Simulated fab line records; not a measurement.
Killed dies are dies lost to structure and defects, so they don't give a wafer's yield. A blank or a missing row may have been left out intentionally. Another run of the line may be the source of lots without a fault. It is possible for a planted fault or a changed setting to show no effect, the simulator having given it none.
fab line records :: flow nand_harc :: part 2 of 2: steps 21 to 27 of 27
[record]
  lots = 5
  wafers = 15
  last_day = 23
route steps=1159 shown A_STAIRCASE@536
lots untouched by any fault: they come from a run of this same line in which no faults occurred
start_h: start of the lot's first displayed wafer, in hours after the record's first day :: wait_h: how many hours have passed since the lot's step before this one :: " the same as in the row above :: L1.1+2: one row covering several wafers at once :: - no value, or no start given :: * or withheld: withheld :: < > ~ a bound
route shown NAME@n: a module of which the file shows steps, and the number in the route of the first :: usual: mean/standard deviation taken from wafers without a fault :: same: alike in all rows :: chamber/n: place in a boat :: sites: per-site readings :: _std_site: the values' standard deviation :: _edge_site: the outer-site mean with the inner-site mean subtracted :: radius_mm: how far each site lies from the wafer's centre :: mask NAME#n: copy n :: behind: the tool/chamber that last shaped the wafer :: hold: what put the lot on hold/how long, in hours/how the hold closed :: device: whichever transistor did not switch (one of n, p or np) :: end of line: tests of these same wafers at the route's end :: for a step that has no rows: nothing shown but its recipe :: killed: the dies lost at the first sort to structure and to defects; this is not the yield of the wafer :: map: dies across one wafer; x = killed, . = not, _ = none there
set.NAME: the setting that was run; set.NAME@STEP: the one run at that earlier step :: model.NAME: the simulator's own value behind a step, which no gauge read
certain route steps with their lots: each step a table, each wafer a row
services: from which hour (start_h, from the record's first day; less than 0 if before it) a tool's chamber was out of use, for how many hours, and why
[[steps]]
[step NHARC_A_STAIRCASE_ETCH_21]
[recipe]
  target_depth_a = 1000
  time_s = 40.5
  ion_energy_ev = 400
  c4f8_flow_sccm = 20
  o2_flow_sccm = 10
  ar_flow_sccm = withheld
  rf_w = 600
  bias_w = 1000
  chemistry = C4F8/O2
[usual]
  oes_product_au = 0.951/0.018
  rf_vpp_V = 896/6.6
lot.wafer: L078.3
tool: rie_diel-02
chamber: 0
start_h: -
wait_h: -
oes_product_au: 0.923
rf_hours_counter_h: 39
rf_vpp_V: 896

lot.wafer: L078.1
tool: rie_diel-02
chamber: 1
start_h: -
wait_h: -
oes_product_au: 0.922
rf_hours_counter_h: 40
rf_vpp_V: 897

lot.wafer: L078.4
tool: rie_diel-02
chamber: 2
start_h: -
wait_h: -
oes_product_au: 0.947
rf_hours_counter_h: 37
rf_vpp_V: 906

lot.wafer: L080.1
tool: rie_diel-02
chamber: 0
start_h: -
wait_h: -
oes_product_au: 0.976
rf_hours_counter_h: 42
rf_vpp_V: 896

lot.wafer: L080.3
tool: rie_diel-02
chamber: 1
start_h: -
wait_h: -
oes_product_au: 0.936
rf_hours_counter_h: 44
rf_vpp_V: 898

lot.wafer: L080.4
tool: rie_diel-02
chamber: 2
start_h: -
wait_h: -
oes_product_au: 0.946
rf_hours_counter_h: 40
rf_vpp_V: 905

lot.wafer: L083.2
tool: rie_diel-09
chamber: 1
start_h: -
wait_h: -
oes_product_au: 0.931
rf_hours_counter_h: 9
rf_vpp_V: 903

lot.wafer: L083.3
tool: rie_diel-09
chamber: 2
start_h: -
wait_h: -
oes_product_au: 0.964
rf_hours_counter_h: 11
rf_vpp_V: 898

lot.wafer: L083.5
tool: rie_diel-09
chamber: 1
start_h: -
wait_h: -
oes_product_au: 0.925
rf_hours_counter_h: -
rf_vpp_V: 902

lot.wafer: L087.3
tool: rie_diel-03
chamber: 3
start_h: -
wait_h: -
oes_product_au: 0.959
rf_hours_counter_h: 35
rf_vpp_V: 887

lot.wafer: L087.2
tool: rie_diel-03
chamber: 1
start_h: -
wait_h: -
oes_product_au: 0.991
rf_hours_counter_h: 35
rf_vpp_V: 888

lot.wafer: L087.6
tool: rie_diel-03
chamber: 2
start_h: -
wait_h: -
oes_product_au: 0.974
rf_hours_counter_h: -
rf_vpp_V: 905

lot.wafer: L092.4
tool: rie_diel-09
chamber: 3
start_h: -
wait_h: -
oes_product_au: 0.947
rf_hours_counter_h: 34
rf_vpp_V: 904

lot.wafer: L092.1
tool: rie_diel-09
chamber: 2
start_h: -
wait_h: -
oes_product_au: 0.956
rf_hours_counter_h: 31
rf_vpp_V: 897

lot.wafer: L092.5
tool: rie_diel-09
chamber: 3
start_h: -
wait_h: -
oes_product_au: 0.956
rf_hours_counter_h: -
rf_vpp_V: 905
[step NHARC_A_STAIRCASE_TRIM_22]
[recipe]
  time_s = 211.2
  o2_flow_sccm = 500
  ar_flow_sccm = 0
  bias_w = 0
  chemistry = O2
[usual]
  drypump_motor_current_A = 5.7/0.32
  oes_product_au = 1.001/0.011
  rf_vpp_V = 57.8/1
  showerhead_plenum_p_Torr = 3.54/0.18
  throttle_valve_pct = 17.036/0.0095
lot.wafer: L078.3
tool: rie_diel-02
chamber: 0
start_h: -
wait_h: -
drypump_motor_current_A: 5.8
oes_product_au: 1.012
rf_hours_counter_h: 39
rf_vpp_V: 57.6
showerhead_plenum_p_Torr: 3.54
throttle_valve_pct: 17.024

lot.wafer: L078.4
tool: rie_diel-02
chamber: 1
start_h: -
wait_h: -
drypump_motor_current_A: 5.6
oes_product_au: 0.986
rf_hours_counter_h: 41
rf_vpp_V: 57.3
showerhead_plenum_p_Torr: 3.56
throttle_valve_pct: 17.021

lot.wafer: L078.1
tool: rie_diel-02
chamber: 3
start_h: -
wait_h: -
drypump_motor_current_A: 5.5
oes_product_au: 1.002
rf_hours_counter_h: 38
rf_vpp_V: 57.1
showerhead_plenum_p_Torr: 3.35
throttle_valve_pct: 17.035

lot.wafer: L080.3
tool: rie_diel-02
chamber: 2
start_h: -
wait_h: -
drypump_motor_current_A: 5.9
oes_product_au: 0.985
rf_hours_counter_h: 40
rf_vpp_V: 57.3
showerhead_plenum_p_Torr: 3.78
throttle_valve_pct: 17.028

lot.wafer: L080.1
tool: rie_diel-02
chamber: 3
start_h: -
wait_h: -
drypump_motor_current_A: 5.6
oes_product_au: 0.990
rf_hours_counter_h: 40
rf_vpp_V: 58.9
showerhead_plenum_p_Torr: 3.35
throttle_valve_pct: 17.047

lot.wafer: L080.4
tool: rie_diel-02
chamber: 1
start_h: -
wait_h: -
drypump_motor_current_A: 5.6
oes_product_au: 0.975
rf_hours_counter_h: 44
rf_vpp_V: 55.9
showerhead_plenum_p_Torr: 3.55
throttle_valve_pct: 17.046

lot.wafer: L083.3
tool: rie_diel-09
chamber: 0
start_h: -
wait_h: -
drypump_motor_current_A: 5.6
oes_product_au: 1.018
rf_hours_counter_h: 11
rf_vpp_V: 59.1
showerhead_plenum_p_Torr: 3.36
throttle_valve_pct: 17.035

lot.wafer: L083.2
tool: rie_diel-09
chamber: 1
start_h: -
wait_h: -
drypump_motor_current_A: 5.2
oes_product_au: 0.976
rf_hours_counter_h: 9
rf_vpp_V: 60.1
showerhead_plenum_p_Torr: 3.69
throttle_valve_pct: 17.061

lot.wafer: L083.5
tool: rie_diel-09
chamber: 3
start_h: -
wait_h: -
drypump_motor_current_A: 6.2
oes_product_au: 1.002
rf_hours_counter_h: -
rf_vpp_V: 57.4
showerhead_plenum_p_Torr: 3.76
throttle_valve_pct: 17.039

lot.wafer: L087.3
tool: rie_diel-03
chamber: 3
start_h: -
wait_h: -
drypump_motor_current_A: 6.2
oes_product_au: 1.004
rf_hours_counter_h: 35
rf_vpp_V: 56.5
showerhead_plenum_p_Torr: 3.32
throttle_valve_pct: 17.053

lot.wafer: L087.2
tool: rie_diel-03
chamber: 0
start_h: -
wait_h: -
drypump_motor_current_A: 5.2
oes_product_au: 1.013
rf_hours_counter_h: 35
rf_vpp_V: 58.5
showerhead_plenum_p_Torr: 3.40
throttle_valve_pct: 17.030

lot.wafer: L087.6
tool: rie_diel-03
chamber: 1
start_h: -
wait_h: -
drypump_motor_current_A: 5.7
oes_product_au: 1.002
rf_hours_counter_h: -
rf_vpp_V: 57.5
showerhead_plenum_p_Torr: 3.29
throttle_valve_pct: 17.033

lot.wafer: L092.4
tool: rie_diel-09
chamber: 0
start_h: -
wait_h: -
drypump_motor_current_A: 5.5
oes_product_au: 1.015
rf_hours_counter_h: 32
rf_vpp_V: 58.1
showerhead_plenum_p_Torr: 3.35
throttle_valve_pct: 17.028

lot.wafer: L092.1
tool: rie_diel-09
chamber: 3
start_h: -
wait_h: -
drypump_motor_current_A: 6.2
oes_product_au: 1.019
rf_hours_counter_h: 34
rf_vpp_V: 59.2
showerhead_plenum_p_Torr: 3.75
throttle_valve_pct: 17.049

lot.wafer: L092.5
tool: rie_diel-09
chamber: 1
start_h: -
wait_h: -
drypump_motor_current_A: 5.2
oes_product_au: 0.993
rf_hours_counter_h: -
rf_vpp_V: 57.7
showerhead_plenum_p_Torr: 3.68
throttle_valve_pct: 17.025
[step NHARC_A_STAIRCASE_ETCH_23]
[recipe]
  target_depth_a = 1000
  time_s = 40.5
  ion_energy_ev = 400
  c4f8_flow_sccm = 20
  o2_flow_sccm = 10
  ar_flow_sccm = withheld
  rf_w = 600
  bias_w = 1000
  chemistry = C4F8/O2
[usual]
  oes_product_au = 0.945/0.014
  rf_vpp_V = 896/6.8
lot.wafer: L078.3
tool: rie_diel-02
chamber: 2
start_h: -
wait_h: -
oes_product_au: 0.914
rf_hours_counter_h: 38
rf_vpp_V: 904

lot.wafer: L078.1
tool: rie_diel-02
chamber: 3
start_h: -
wait_h: -
oes_product_au: 0.932
rf_hours_counter_h: 38
rf_vpp_V: 888

lot.wafer: L078.4
tool: rie_diel-02
chamber: 0
start_h: -
wait_h: -
oes_product_au: 0.931
rf_hours_counter_h: 39
rf_vpp_V: 897

lot.wafer: L080.4
tool: rie_diel-02
chamber: 3
start_h: -
wait_h: -
oes_product_au: 0.931
rf_hours_counter_h: 41
rf_vpp_V: 889

lot.wafer: L080.1
tool: rie_diel-02
chamber: 0
start_h: -
wait_h: -
oes_product_au: 0.948
rf_hours_counter_h: 42
rf_vpp_V: 898

lot.wafer: L080.3
tool: rie_diel-02
chamber: 1
start_h: -
wait_h: -
oes_product_au: 0.907
rf_hours_counter_h: 44
rf_vpp_V: 897

lot.wafer: L083.2
tool: rie_diel-09
chamber: 1
start_h: -
wait_h: -
oes_product_au: 0.926
rf_hours_counter_h: 9
rf_vpp_V: 902

lot.wafer: L083.3
tool: rie_diel-09
chamber: 3
start_h: -
wait_h: -
oes_product_au: 0.938
rf_hours_counter_h: 13
rf_vpp_V: 904

lot.wafer: L083.5
tool: rie_diel-09
chamber: 0
start_h: -
wait_h: -
oes_product_au: 0.956
rf_hours_counter_h: -
rf_vpp_V: 890

lot.wafer: L087.3
tool: rie_diel-03
chamber: 0
start_h: -
wait_h: -
oes_product_au: 0.960
rf_hours_counter_h: 35
rf_vpp_V: 891

lot.wafer: L087.2
tool: rie_diel-03
chamber: 3
start_h: -
wait_h: -
oes_product_au: 0.968
rf_hours_counter_h: 35
rf_vpp_V: 889

lot.wafer: L087.6
tool: rie_diel-03
chamber: 0
start_h: -
wait_h: -
oes_product_au: 0.960
rf_hours_counter_h: -
rf_vpp_V: 890

lot.wafer: L092.1
tool: rie_diel-09
chamber: 1
start_h: -
wait_h: -
oes_product_au: 0.939
rf_hours_counter_h: 28
rf_vpp_V: 899

lot.wafer: L092.4
tool: rie_diel-09
chamber: 2
start_h: -
wait_h: -
oes_product_au: 0.954
rf_hours_counter_h: 31
rf_vpp_V: 898

lot.wafer: L092.5
tool: rie_diel-09
chamber: 0
start_h: -
wait_h: -
oes_product_au: 0.950
rf_hours_counter_h: -
rf_vpp_V: 889
[step NHARC_A_STAIRCASE_TRIM_24]
[recipe]
  time_s = 211.2
  o2_flow_sccm = 500
  ar_flow_sccm = 0
  bias_w = 0
  chemistry = O2
[usual]
  drypump_motor_current_A = 5.7/0.32
  oes_product_au = 1.001/0.011
  rf_vpp_V = 57.7/0.92
  showerhead_plenum_p_Torr = 3.52/0.18
  throttle_valve_pct = 17.036/0.01
lot.wafer: L078.3
tool: rie_diel-02
chamber: 2
start_h: -
wait_h: -
drypump_motor_current_A: 5.9
oes_product_au: 0.991
rf_hours_counter_h: 38
rf_vpp_V: 56.9
showerhead_plenum_p_Torr: 3.79
throttle_valve_pct: 17.040

lot.wafer: L078.4
tool: rie_diel-02
chamber: 3
start_h: -
wait_h: -
drypump_motor_current_A: 5.5
oes_product_au: 0.997
rf_hours_counter_h: 38
rf_vpp_V: 57.0
showerhead_plenum_p_Torr: 3.35
throttle_valve_pct: 17.041

lot.wafer: L078.1
tool: rie_diel-02
chamber: 0
start_h: -
wait_h: -
drypump_motor_current_A: 5.8
oes_product_au: 1.000
rf_hours_counter_h: 39
rf_vpp_V: 58.1
showerhead_plenum_p_Torr: 3.54
throttle_valve_pct: 17.015

lot.wafer: L080.3
tool: rie_diel-02
chamber: 3
start_h: -
wait_h: -
drypump_motor_current_A: 5.6
oes_product_au: 0.990
rf_hours_counter_h: 41
rf_vpp_V: 55.4
showerhead_plenum_p_Torr: 3.35
throttle_valve_pct: 17.028

lot.wafer: L080.4
tool: rie_diel-02
chamber: 0
start_h: -
wait_h: -
drypump_motor_current_A: 5.8
oes_product_au: 0.997
rf_hours_counter_h: 42
rf_vpp_V: 57.5
showerhead_plenum_p_Torr: 3.54
throttle_valve_pct: 17.028

lot.wafer: L080.1
tool: rie_diel-02
chamber: 2
start_h: -
wait_h: -
drypump_motor_current_A: 5.9
oes_product_au: 0.990
rf_hours_counter_h: 41
rf_vpp_V: 58.3
showerhead_plenum_p_Torr: 3.78
throttle_valve_pct: 17.041

lot.wafer: L083.3
tool: rie_diel-09
chamber: 0
start_h: -
wait_h: -
drypump_motor_current_A: 5.6
oes_product_au: 1.005
rf_hours_counter_h: 11
rf_vpp_V: 58.0
showerhead_plenum_p_Torr: 3.36
throttle_valve_pct: 17.035

lot.wafer: L083.2
tool: rie_diel-09
chamber: 1
start_h: -
wait_h: -
drypump_motor_current_A: 5.2
oes_product_au: 0.969
rf_hours_counter_h: 9
rf_vpp_V: 57.1
showerhead_plenum_p_Torr: 3.69
throttle_valve_pct: 17.029

lot.wafer: L083.5
tool: rie_diel-09
chamber: 0
start_h: -
wait_h: -
drypump_motor_current_A: 5.6
oes_product_au: 1.009
rf_hours_counter_h: -
rf_vpp_V: 57.2
showerhead_plenum_p_Torr: 3.36
throttle_valve_pct: 17.028

lot.wafer: L087.3
tool: rie_diel-03
chamber: 3
start_h: -
wait_h: -
drypump_motor_current_A: 6.2
oes_product_au: 1.007
rf_hours_counter_h: 35
rf_vpp_V: 57.3
showerhead_plenum_p_Torr: 3.32
throttle_valve_pct: 17.029

lot.wafer: L087.2
tool: rie_diel-03
chamber: 0
start_h: -
wait_h: -
drypump_motor_current_A: 5.2
oes_product_au: 1.017
rf_hours_counter_h: 35
rf_vpp_V: 57.2
showerhead_plenum_p_Torr: 3.40
throttle_valve_pct: 17.047

lot.wafer: L087.6
tool: rie_diel-03
chamber: 3
start_h: -
wait_h: -
drypump_motor_current_A: 6.3
oes_product_au: 1.009
rf_hours_counter_h: -
rf_vpp_V: 56.1
showerhead_plenum_p_Torr: 3.32
throttle_valve_pct: 17.053

lot.wafer: L092.1
tool: rie_diel-09
chamber: 3
start_h: -
wait_h: -
drypump_motor_current_A: 6.2
oes_product_au: 0.997
rf_hours_counter_h: 34
rf_vpp_V: 59.1
showerhead_plenum_p_Torr: 3.75
throttle_valve_pct: 17.038

lot.wafer: L092.4
tool: rie_diel-09
chamber: 0
start_h: -
wait_h: -
drypump_motor_current_A: 5.5
oes_product_au: 1.014
rf_hours_counter_h: 32
rf_vpp_V: 57.6
showerhead_plenum_p_Torr: 3.35
throttle_valve_pct: 17.028

lot.wafer: L092.5
tool: rie_diel-09
chamber: 2
start_h: -
wait_h: -
drypump_motor_current_A: 5.6
oes_product_au: 1.007
rf_hours_counter_h: -
rf_vpp_V: 58.4
showerhead_plenum_p_Torr: 3.55
throttle_valve_pct: 17.042
[step NHARC_A_STAIRCASE_ETCH_25]
[recipe]
  target_depth_a = 1000
  time_s = 40.5
  ion_energy_ev = 400
  c4f8_flow_sccm = 20
  o2_flow_sccm = 10
  ar_flow_sccm = withheld
  rf_w = 600
  bias_w = 1000
  chemistry = C4F8/O2
[usual]
  oes_product_au = 0.943/0.012
  rf_vpp_V = 896/6.7
lot.wafer: L078.3
tool: rie_diel-02
chamber: 0
start_h: -
wait_h: -
oes_product_au: 0.938
rf_hours_counter_h: 39
rf_vpp_V: 897

lot.wafer: L078.4
tool: rie_diel-02
chamber: 2
start_h: -
wait_h: -
oes_product_au: 0.931
rf_hours_counter_h: 38
rf_vpp_V: 905

lot.wafer: L078.1
tool: rie_diel-02
chamber: 3
start_h: -
wait_h: -
oes_product_au: 0.943
rf_hours_counter_h: 38
rf_vpp_V: 890

lot.wafer: L080.4
tool: rie_diel-02
chamber: 2
start_h: -
wait_h: -
oes_product_au: 0.921
rf_hours_counter_h: 41
rf_vpp_V: 904

lot.wafer: L080.1
tool: rie_diel-02
chamber: 3
start_h: -
wait_h: -
oes_product_au: 0.932
rf_hours_counter_h: 41
rf_vpp_V: 888

lot.wafer: L080.3
tool: rie_diel-02
chamber: 0
start_h: -
wait_h: -
oes_product_au: 0.945
rf_hours_counter_h: 42
rf_vpp_V: 897

lot.wafer: L083.3
tool: rie_diel-09
chamber: 1
start_h: -
wait_h: -
oes_product_au: 0.924
rf_hours_counter_h: 9
rf_vpp_V: 902

lot.wafer: L083.2
tool: rie_diel-09
chamber: 0
start_h: -
wait_h: -
oes_product_au: 0.962
rf_hours_counter_h: 11
rf_vpp_V: 890

lot.wafer: L083.5
tool: rie_diel-09
chamber: 1
start_h: -
wait_h: -
oes_product_au: 0.930
rf_hours_counter_h: -
rf_vpp_V: 902

lot.wafer: L087.3
tool: rie_diel-03
chamber: 1
start_h: -
wait_h: -
oes_product_au: 0.944
rf_hours_counter_h: 35
rf_vpp_V: 888

lot.wafer: L087.2
tool: rie_diel-03
chamber: 0
start_h: -
wait_h: -
oes_product_au: 0.950
rf_hours_counter_h: 35
rf_vpp_V: 892

lot.wafer: L087.6
tool: rie_diel-03
chamber: 2
start_h: -
wait_h: -
oes_product_au: 0.940
rf_hours_counter_h: -
rf_vpp_V: 905

lot.wafer: L092.1
tool: rie_diel-09
chamber: 1
start_h: -
wait_h: -
oes_product_au: 0.927
rf_hours_counter_h: 28
rf_vpp_V: 902

lot.wafer: L092.4
tool: rie_diel-09
chamber: 0
start_h: -
wait_h: -
oes_product_au: 0.946
rf_hours_counter_h: 32
rf_vpp_V: 889

lot.wafer: L092.5
tool: rie_diel-09
chamber: 2
start_h: -
wait_h: -
oes_product_au: 0.948
rf_hours_counter_h: -
rf_vpp_V: 897
[step NHARC_A_STAIRCASE_TRIM_26]
[recipe]
  time_s = 211.2
  o2_flow_sccm = 500
  ar_flow_sccm = 0
  bias_w = 0
  chemistry = O2
[usual]
  drypump_motor_current_A = 5.7/0.32
  oes_product_au = 1.000/0.012
  rf_vpp_V = 57.9/0.8
  showerhead_plenum_p_Torr = 3.52/0.18
  throttle_valve_pct = 17.037/0.0097
lot.wafer: L078.1
tool: rie_diel-02
chamber: 1
start_h: -
wait_h: -
drypump_motor_current_A: 5.6
oes_product_au: 0.982
rf_hours_counter_h: 41
rf_vpp_V: 57.7
showerhead_plenum_p_Torr: 3.56
throttle_valve_pct: 17.045

lot.wafer: L078.3
tool: rie_diel-02
chamber: 3
start_h: -
wait_h: -
drypump_motor_current_A: 5.6
oes_product_au: 0.995
rf_hours_counter_h: 38
rf_vpp_V: 58.2
showerhead_plenum_p_Torr: 3.35
throttle_valve_pct: 17.043

lot.wafer: L078.4
tool: rie_diel-02
chamber: 0
start_h: -
wait_h: -
drypump_motor_current_A: 5.8
oes_product_au: 1.009
rf_hours_counter_h: 39
rf_vpp_V: 58.2
showerhead_plenum_p_Torr: 3.54
throttle_valve_pct: 17.028

lot.wafer: L080.4
tool: rie_diel-02
chamber: 1
start_h: -
wait_h: -
drypump_motor_current_A: 5.6
oes_product_au: 0.975
rf_hours_counter_h: 45
rf_vpp_V: 58.4
showerhead_plenum_p_Torr: 3.55
throttle_valve_pct: 17.041

lot.wafer: L080.3
tool: rie_diel-02
chamber: 3
start_h: -
wait_h: -
drypump_motor_current_A: 5.6
oes_product_au: 0.984
rf_hours_counter_h: 41
rf_vpp_V: 59.6
showerhead_plenum_p_Torr: 3.35
throttle_valve_pct: 17.037

lot.wafer: L080.1
tool: rie_diel-02
chamber: 0
start_h: -
wait_h: -
drypump_motor_current_A: 5.8
oes_product_au: 1.001
rf_hours_counter_h: 42
rf_vpp_V: 57.6
showerhead_plenum_p_Torr: 3.54
throttle_valve_pct: 17.042

lot.wafer: L083.3
tool: rie_diel-09
chamber: 3
start_h: -
wait_h: -
drypump_motor_current_A: 6.2
oes_product_au: 1.001
rf_hours_counter_h: 13
rf_vpp_V: 59.0
showerhead_plenum_p_Torr: 3.77
throttle_valve_pct: 17.039

lot.wafer: L083.2
tool: rie_diel-09
chamber: 0
start_h: -
wait_h: -
drypump_motor_current_A: 5.6
oes_product_au: 1.003
rf_hours_counter_h: 11
rf_vpp_V: 57.8
showerhead_plenum_p_Torr: 3.36
throttle_valve_pct: 17.049

lot.wafer: L083.5
tool: rie_diel-09
chamber: 3
start_h: -
wait_h: -
drypump_motor_current_A: 6.2
oes_product_au: 1.010
rf_hours_counter_h: -
rf_vpp_V: 57.8
showerhead_plenum_p_Torr: 3.77
throttle_valve_pct: 17.028

lot.wafer: L087.2
tool: rie_diel-03
chamber: 3
start_h: -
wait_h: -
drypump_motor_current_A: 6.2
oes_product_au: 0.996
rf_hours_counter_h: 36
rf_vpp_V: 58.2
showerhead_plenum_p_Torr: 3.32
throttle_valve_pct: 17.037

lot.wafer: L087.3
tool: rie_diel-03
chamber: 2
start_h: -
wait_h: -
drypump_motor_current_A: 5.3
oes_product_au: 0.992
rf_hours_counter_h: 35
rf_vpp_V: 58.5
showerhead_plenum_p_Torr: 3.79
throttle_valve_pct: 17.043

lot.wafer: L087.6
tool: rie_diel-03
chamber: 3
start_h: -
wait_h: -
drypump_motor_current_A: 6.2
oes_product_au: 1.002
rf_hours_counter_h: -
rf_vpp_V: 55.5
showerhead_plenum_p_Torr: 3.32
throttle_valve_pct: 17.017

lot.wafer: L092.4
tool: rie_diel-09
chamber: 2
start_h: -
wait_h: -
drypump_motor_current_A: 5.6
oes_product_au: 1.008
rf_hours_counter_h: 31
rf_vpp_V: 57.4
showerhead_plenum_p_Torr: 3.55
throttle_valve_pct: 17.042

lot.wafer: L092.1
tool: rie_diel-09
chamber: 3
start_h: -
wait_h: -
drypump_motor_current_A: 6.2
oes_product_au: 1.003
rf_hours_counter_h: 34
rf_vpp_V: 57.8
showerhead_plenum_p_Torr: 3.75
throttle_valve_pct: 17.046

lot.wafer: L092.5
tool: rie_diel-09
chamber: 3
start_h: -
wait_h: -
drypump_motor_current_A: 6.2
oes_product_au: 1.004
rf_hours_counter_h: -
rf_vpp_V: 58.0
showerhead_plenum_p_Torr: 3.75
throttle_valve_pct: 17.049
[step NHARC_A_STAIRCASE_ETCH_27]
[recipe]
  target_depth_a = 1000
  time_s = 40.5
  ion_energy_ev = 400
  c4f8_flow_sccm = 20
  o2_flow_sccm = 10
  ar_flow_sccm = withheld
  rf_w = 600
  bias_w = 1000
  chemistry = C4F8/O2
[usual]
  oes_product_au = 0.943/0.013
  rf_vpp_V = 896/6.7
lot.wafer: L078.4
tool: rie_diel-02
chamber: 2
start_h: -
wait_h: -
oes_product_au: 0.920
rf_hours_counter_h: 38
rf_vpp_V: 906

lot.wafer: L078.3
tool: rie_diel-02
chamber: 3
start_h: -
wait_h: -
oes_product_au: 0.933
rf_hours_counter_h: 38
rf_vpp_V: 888

lot.wafer: L078.1
tool: rie_diel-02
chamber: 1
start_h: -
wait_h: -
oes_product_au: 0.928
rf_hours_counter_h: 41
rf_vpp_V: 896

lot.wafer: L080.1
tool: rie_diel-02
chamber: 1
start_h: -
wait_h: -
oes_product_au: 0.922
rf_hours_counter_h: 45
rf_vpp_V: 897

lot.wafer: L080.4
tool: rie_diel-02
chamber: 2
start_h: -
wait_h: -
oes_product_au: 0.926
rf_hours_counter_h: 41
rf_vpp_V: 904

lot.wafer: L080.3
tool: rie_diel-02
chamber: 0
start_h: -
wait_h: -
oes_product_au: 0.928
rf_hours_counter_h: 43
rf_vpp_V: 895

lot.wafer: L083.2
tool: rie_diel-09
chamber: 0
start_h: -
wait_h: -
oes_product_au: 0.942
rf_hours_counter_h: 11
rf_vpp_V: 889

lot.wafer: L083.3
tool: rie_diel-09
chamber: 1
start_h: -
wait_h: -
oes_product_au: 0.927
rf_hours_counter_h: 9
rf_vpp_V: 901

lot.wafer: L083.5
tool: rie_diel-09
chamber: 2
start_h: -
wait_h: -
oes_product_au: 0.967
rf_hours_counter_h: -
rf_vpp_V: 897

lot.wafer: L087.3
tool: rie_diel-03
chamber: 1
start_h: -
wait_h: -
oes_product_au: 0.945
rf_hours_counter_h: 35
rf_vpp_V: 886

lot.wafer: L087.2
tool: rie_diel-03
chamber: 2
start_h: -
wait_h: -
oes_product_au: 0.944
rf_hours_counter_h: 36
rf_vpp_V: 906

lot.wafer: L087.6
tool: rie_diel-03
chamber: 3
start_h: -
wait_h: -
oes_product_au: 0.938
rf_hours_counter_h: -
rf_vpp_V: 888

lot.wafer: L092.1
tool: rie_diel-09
chamber: 3
start_h: -
wait_h: -
oes_product_au: 0.941
rf_hours_counter_h: 34
rf_vpp_V: 903

lot.wafer: L092.4
tool: rie_diel-09
chamber: 0
start_h: -
wait_h: -
oes_product_au: 0.952
rf_hours_counter_h: 33
rf_vpp_V: 889

lot.wafer: L092.5
tool: rie_diel-09
chamber: 1
start_h: -
wait_h: -
oes_product_au: 0.953
rf_hours_counter_h: -
rf_vpp_V: 902
[[services]]
tool: litho_track-05
chamber: -
start_h: 237.00
hours: 7.0
kind: pm

tool: rie_diel-09
chamber: -
start_h: 254.25
hours: 9.0
kind: pm

tool: rie_diel-09
chamber: 0
start_h: 254.25
hours: 9.0
kind: vent_cycle

tool: rie_diel-09
chamber: 1
start_h: 254.25
hours: 9.0
kind: vent_cycle

tool: rie_diel-09
chamber: 2
start_h: 254.25
hours: 9.0
kind: vent_cycle

tool: rie_diel-09
chamber: 3
start_h: 254.25
hours: 9.0
kind: vent_cycle

tool: krf_scanner-03
chamber: -
start_h: 255.70
hours: 7.7
kind: repair

tool: rie_diel-02
chamber: 2
start_h: 255.85
hours: 4.5
kind: repair

tool: rie_diel-09
chamber: 0
start_h: 263.25
hours: -
kind: clean

tool: rie_diel-09
chamber: 0
start_h: 263.25
hours: -
kind: consumable_replace:focus_ring

tool: rie_diel-09
chamber: 1
start_h: 263.25
hours: -
kind: clean

tool: rie_diel-09
chamber: 2
start_h: 263.25
hours: -
kind: clean

tool: rie_diel-09
chamber: 3
start_h: 263.25
hours: -
kind: clean

tool: krf_scanner-04
chamber: -
start_h: 266.59
hours: 1.6
kind: repair

tool: krf_scanner-03
chamber: -
start_h: 283.73
hours: 0.7
kind: repair

tool: rie_diel-09
chamber: 0
start_h: 287.84
hours: -
kind: clean

tool: rie_diel-09
chamber: 1
start_h: 287.84
hours: -
kind: clean

tool: rie_diel-09
chamber: 2
start_h: 287.84
hours: -
kind: clean

tool: krf_scanner-04
chamber: -
start_h: 298.00
hours: 4.0
kind: pm

tool: wet_bench-06
chamber: -
start_h: 305.62
hours: 8.0
kind: pm

tool: rie_diel-02
chamber: 0
start_h: 311.50
hours: 2.3
kind: repair

tool: rie_diel-02
chamber: -
start_h: 328.17
hours: 9.0
kind: pm

tool: wet_bench-04
chamber: -
start_h: 339.25
hours: 8.0
kind: pm

tool: litho_track-02
chamber: -
start_h: 340.01
hours: 7.0
kind: pm
